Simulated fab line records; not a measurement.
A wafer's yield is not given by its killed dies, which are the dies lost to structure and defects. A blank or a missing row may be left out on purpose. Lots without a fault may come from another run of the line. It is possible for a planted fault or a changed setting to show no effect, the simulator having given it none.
Which of the tools did it?    flow n5-finfet    8 lots, 24 wafers sampled, at 6 steps of a route of 1938

== WHAT THE GAUGES READ, wafer by wafer ==
N5_SD_EPI_P_CD_MEAS_09: target cd 240 nm. Usual: cd-nm at 240.0 nm, with a standard deviation of 0.72.
lot   measured     on         cd-nm (nm)         flag
L614  day 3 18:13  cd-sem-03  239.6 240.0 238.7  
L615  day 3 22:29  cd-sem-02  240.6 240.9 240.4  
L618  day 4 17:45  cd-sem-02  240.1 239.5 240.2  
L627  day 6 23:36  cd-sem-03  244.1 243.4 243.8  OFF
L628  day 7 07:00  cd-sem-03  242.5 242.7 242.2  OFF
L630  day 7 17:36  cd-sem-01  240.6 241.6 239.5  
L631  day 8 01:46  cd-sem-03  239.0 239.0 239.4  
L634  day 8 17:44  cd-sem-02  240.3 240.0 240.4  

N5_BEOL_M4_RC_MEAS_101. Usual: DIBL_N 36.4 mV/V, standard deviation 1.6; DIBL_P 36.2 mV/V, standard deviation 1.8; IOFF_N 0.159 nA/um, standard deviation 0.029; IOFF_P 0.21 nA/um, standard deviation 0.034; ION_N 670 uA/um, standard deviation 12; ION_P 459 uA/um, standard deviation 8.2; SS_N 71.5 mV/dec, standard deviation 0.59; SS_P 73.2 mV/dec, standard deviation 0.54; VT_N 250 mV, standard deviation 3.3; VT_P -250 mV, standard deviation 3.7.
lot   measured      on         DIBL_N (mV/V)   DIBL_P (mV/V)   IOFF_N (nA/um)     IOFF_P (nA/um)  ION_N (uA/um)  ION_P (uA/um)  SS_N (mV/dec)   SS_P (mV/dec)   VT_N (mV)    VT_P (mV)       flag
L614  day 9 12:06   prober-02  34.8 37.0 36.3  33.3 35.7 34.5  0.133 0.170 0.144  0.20 0.24 0.22  674 685 658    465 464 459    70.2 71.5 71.6  73.3 72.6 73.3  252 248 252  -249 -247 -247  
L615  day 9 17:08   prober-02  38.1 39.7 37.4  36.5 38.4 35.3  0.204 0.260 0.191  0.25 0.31 0.24  697 698 683    472 477 469    72.2 72.9 72.1  73.0 73.5 73.2  248 243 247  -247 -241 -247  
L618  day 10 00:43  prober-01  35.7 37.6 37.2  36.0 38.7 38.2  0.152 0.200 0.187  0.24 0.28 0.27  668 680 688    469 470 472    71.6 71.9 72.0  73.0 73.7 74.3  248 246 244  -247 -248 -246  
L627  day 12 21:51  prober-02  34.7 36.9 36.5  34.2 36.8 35.8  0.115 0.151 0.152  0.17 0.23 0.20  649 661 657    448 456 452    70.8 71.6 70.8  72.9 73.2 73.2  254 249 252  -255 -250 -253  
L628  day 13 00:02  prober-01  32.9 34.7 33.8  34.3 34.9 33.9  0.119 0.137 0.137  0.18 0.19 0.18  657 665 670    457 458 464    70.4 70.4 70.4  72.8 73.4 73.3  251 253 250  -251 -250 -250  
L630  day 13 02:19  prober-01  38.3 35.2 37.8  39.3 37.0 40.3  0.193 0.148 0.189  0.27 0.23 0.29  676 677 679    464 467 473    72.3 70.9 72.2  73.4 73.4 74.0  247 249 245  -246 -246 -243  
L631  day 13 05:46  prober-02  39.8 34.7 37.9  38.1 34.4 36.6  0.211 0.128 0.181  0.25 0.20 0.24  673 667 677    456 459 458    72.7 70.1 72.7  74.5 72.9 73.4  243 251 246  -251 -249 -248  
L634  day 14 19:29  prober-01  36.1 37.3 33.1  37.1 39.1 34.9  0.157 0.196 0.117  0.22 0.26 0.19  657 689 652    458 472 460    71.7 71.7 70.8  73.4 73.6 72.5  253 247 253  -250 -248 -250  

== EACH LOT AND THE TOOL THAT RAN IT (in order: tool; ch and the chambers of the sampled wafers; start) ==
lot   N5_SD_EPI_N_ETCH_34                N5_SD_EPI_N_ETCHBACK_44            N5_SD_EPI_P_EXPOSE_06              N5_SD_EPI_P_ETCH_47
L614  rie-diel-01 ch 1,2,3, day 3 13:31  rie-diel-01 ch 1,2,3, day 3 13:54  arfi-scanner-03 ch 0, day 3 18:07  rie-diel-04 ch 2,3, day 3 18:49
L615  rie-diel-06 ch 1,2, day 3 18:07    rie-diel-06 ch 1,2, day 3 18:30    arfi-scanner-03 ch 0, day 3 22:22  rie-diel-05 ch 1,2,3, day 3 23:05
L618  rie-diel-03 ch 0,1,2, day 4 12:25  rie-diel-03 ch 0,1,2, day 4 12:48  arfi-scanner-03 ch 0, day 4 17:38  rie-diel-05 ch 0,1, day 4 18:21
L627  rie-diel-06 ch 2,3, day 6 19:04    rie-diel-06 ch 2,3, day 6 19:27    arfi-scanner-03 ch 0, day 6 23:29  rie-diel-05 ch 0,1,3, day 7 00:12
L628  rie-diel-01 ch 0,1,3, day 7 02:42  rie-diel-01 ch 0,1,3, day 7 03:05  arfi-scanner-03 ch 0, day 7 06:53  rie-diel-04 ch 1,2, day 7 07:37
L630  rie-diel-03 ch 0,2, day 7 13:12    rie-diel-03 ch 0,2, day 7 13:35    arfi-scanner-02 ch 0, day 7 17:28  rie-diel-05 ch 2,3, day 7 18:21
L631  rie-diel-06 ch 0,1,2, day 7 21:16  rie-diel-06 ch 0,1,2, day 7 21:39  arfi-scanner-01 ch 0, day 8 01:38  rie-diel-04 ch 0,2,3, day 8 03:14
L634  rie-diel-06 ch 0,1, day 8 12:43    rie-diel-06 ch 0,1, day 8 13:06    arfi-scanner-01 ch 0, day 8 17:37  rie-diel-02 ch 0,1,3, day 8 18:20
- N5_SD_EPI_N_ETCH_34: etches SiARC in CF4, target depth 45.5 nm, time 75.8 s.
- N5_SD_EPI_N_ETCHBACK_44: etches SiNx in CH3F/O2, stops on SiO2, target depth 14.5 nm.
- N5_SD_EPI_P_EXPOSE_06: exposes mask SD P BLK, target cd 240 nm.
- N5_SD_EPI_P_ETCH_47: etches SiOCN in CH3F/O2, target depth 25 nm.

== WHAT THE TOOLS THEMSELVES READ (means of the sampled wafers that have a number; where no wafer has one, the mark that the record gives instead) ==
N5_SD_EPI_N_ETCH_34. Usual: drypump-motor-current-A 5.7 A, standard deviation 0.39; etch-rf-on-time-s 76.5 s, standard deviation 1.3; oes-product-au 0.65 a.u., standard deviation 0.062; rf-vpp-V 184.0 V, standard deviation 1.2; showerhead-plenum-p-Torr 2.13 Torr, standard deviation 0.074; throttle-valve-pct 15.71 %, standard deviation 0.25.
lot   tool         drypump-motor-current-A (A)  etch-rf-on-time-s (s)  oes-product-au (a.u.)  rf-vpp-V (V)  showerhead-plenum-p-Torr (Torr)  throttle-valve-pct (%)  flag
L614  rie-diel-01  5.5                          75.4                   0.64                   183.7         2.10                             15.76                   
L615  rie-diel-06  5.4                          76.0                   0.60                   184.1         2.13                             15.59                   
L618  rie-diel-03  5.6                          78.0                   0.61                   183.6         2.11                             15.88                   
L627  rie-diel-06  5.4                          75.8                   0.67                   185.4         2.16                             15.73                   
L628  rie-diel-01  5.4                          76.5                   0.62                   183.6         2.13                             15.78                   
L630  rie-diel-03  5.4                          76.6                   0.68                   185.0         2.14                             15.63                   
L631  rie-diel-06  5.7                          77.0                   0.68                   184.5         2.11                             15.50                   
L634  rie-diel-06  6.2                          76.2                   0.70                   183.6         2.08                             15.47                   

N5_SD_EPI_N_ETCHBACK_44. Usual: CH3F_flow_sccm 30.00 sccm, standard deviation 0.092; drypump-motor-current-A 5.7 A, standard deviation 0.4; oes_f_703_au 0.75 a.u., standard deviation 0.071; oes-product-au 0.65 a.u., standard deviation 0.062; rf-vpp-V 298 V, standard deviation 4; showerhead-plenum-p-Torr 1.99 Torr, standard deviation 0.075; throttle-valve-pct 16.45 %, standard deviation 0.25.
lot   tool         CH3F_flow_sccm (sccm)  drypump-motor-current-A (A)  oes_f_703_au (a.u.)  oes-product-au (a.u.)  rf-vpp-V (V)  showerhead-plenum-p-Torr (Torr)  throttle-valve-pct (%)  flag
L614  rie-diel-01  29.94                  5.5                          0.74                 0.64                   295           1.97                             16.50                   
L615  rie-diel-06  30.07                  5.4                          0.70                 0.60                   296           1.98                             16.31                   
L618  rie-diel-03  29.96                  5.6                          0.71                 0.62                   298           1.97                             16.63                   
L627  rie-diel-06  29.98                  5.4                          0.76                 0.67                   301           2.02                             16.45                   
L628  rie-diel-01  30.02                  5.4                          0.72                 0.63                   299           1.99                             16.51                   
L630  rie-diel-03  30.02                  5.4                          0.79                 0.69                   300           1.99                             16.39                   
L631  rie-diel-06  30.13                  5.8                          0.79                 0.69                   299           1.97                             16.20                   
L634  rie-diel-06  29.97                  6.1                          0.80                 0.70                   300           1.93                             16.17                   

N5_SD_EPI_P_EXPOSE_06. Usual: exposure-dose-mJ-cm2 at 39.45, with a standard deviation of 0.05.
lot   tool             exposure-dose-mJ-cm2  flag
L614  arfi-scanner-03  39.40                 
L615  arfi-scanner-03  39.43                 
L618  arfi-scanner-03  39.44                 
L627  arfi-scanner-03  41.20                 OFF
L628  arfi-scanner-03  40.87                 OFF
L630  arfi-scanner-02  39.35                 
L631  arfi-scanner-01  39.49                 
L634  arfi-scanner-01  39.45                 

N5_SD_EPI_P_ETCH_47. Usual: CH3F_flow_sccm 30.01 sccm, standard deviation 0.095; drypump-motor-current-A 5.7 A, standard deviation 0.49; oes_f_703_au 0.78 a.u., standard deviation 0.087; oes-product-au 0.80 a.u., standard deviation 0.09; rf-vpp-V 127.9 V, standard deviation 2.1; showerhead-plenum-p-Torr 1.99 Torr, standard deviation 0.088; throttle-valve-pct 16.41 %, standard deviation 0.17.
lot   tool         CH3F_flow_sccm (sccm)  drypump-motor-current-A (A)  oes_f_703_au (a.u.)  oes-product-au (a.u.)  rf-vpp-V (V)  showerhead-plenum-p-Torr (Torr)  throttle-valve-pct (%)  flag
L614  rie-diel-04  30.00                  6.2                          0.85                 0.87                   128.0         2.01                             16.50                   
L615  rie-diel-05  30.02                  5.9                          0.81                 0.83                   126.8         2.02                             16.29                   
L618  rie-diel-05  30.03                  6.0                          0.69                 0.71                   128.4         1.96                             16.47                   
L627  rie-diel-05  30.04                  5.9                          0.74                 0.76                   128.3         1.99                             16.36                   
L628  rie-diel-04  29.90                  5.8                          0.81                 0.83                   129.3         2.07                             16.48                   
L630  rie-diel-05  29.96                  5.6                          0.82                 0.83                   126.2         2.00                             16.28                   
L631  rie-diel-04  30.06                  5.7                          0.86                 0.87                   128.1         2.06                             16.40                   
L634  rie-diel-02  30.01                  5.5                          0.87                 0.88                   129.0         1.97                             16.41                   

== THE ANSWER, worked out from the rows above alone ==
Rule: a lot counts as off when the mean over its wafers that have a number is more than 3 standard deviations away from the usual mean. A lot without any number at a reading at which 4 lots or more have one is off too. All remaining lots with rows at the step are treated as sound. First the gauges in route order, then the tools' own readings, where a lot's mean is used as printed above. At the first step where some lot is off, the reading lying furthest off is the one used; lots without a number count as furthest.
Off: L627, L628 (N5_SD_EPI_P_CD_MEAS_09, cd-nm).
A tool fits if, at a process step before that reading, it ran every lot that is off, and no sound lot after the first of them. The gauges at N5_SD_EPI_P_CD_MEAS_09 aren't tried: what is off there is off at N5_SD_EPI_P_EXPOSE_06 too, on other tools, and a gauge's error can't cause that. One candidate fits, namely arfi-scanner-03 at N5_SD_EPI_P_EXPOSE_06. A fault onset in the window from L618 (day 4 17:38, its last sound lot) to L627 (day 6 23:29, its first lot off) fits.
On the lots that are off, the tool's own readings at N5_SD_EPI_P_EXPOSE_06 differ by more than 5 times the standard deviation of the sound lots' means, which bears it out; exposure-dose-mJ-cm2 reads 41.03 there versus 39.43 on the sound lots.

== WHAT HAD BEEN PUT IN BY THE SIMULATOR ==
Drift in process parameters on arfi-scanner-03 at N5_SD_EPI_P_EXPOSE_06, starting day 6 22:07. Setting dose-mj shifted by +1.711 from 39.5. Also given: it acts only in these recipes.
Lots struck among those shown: L627, L628. Same finding as the rule above.
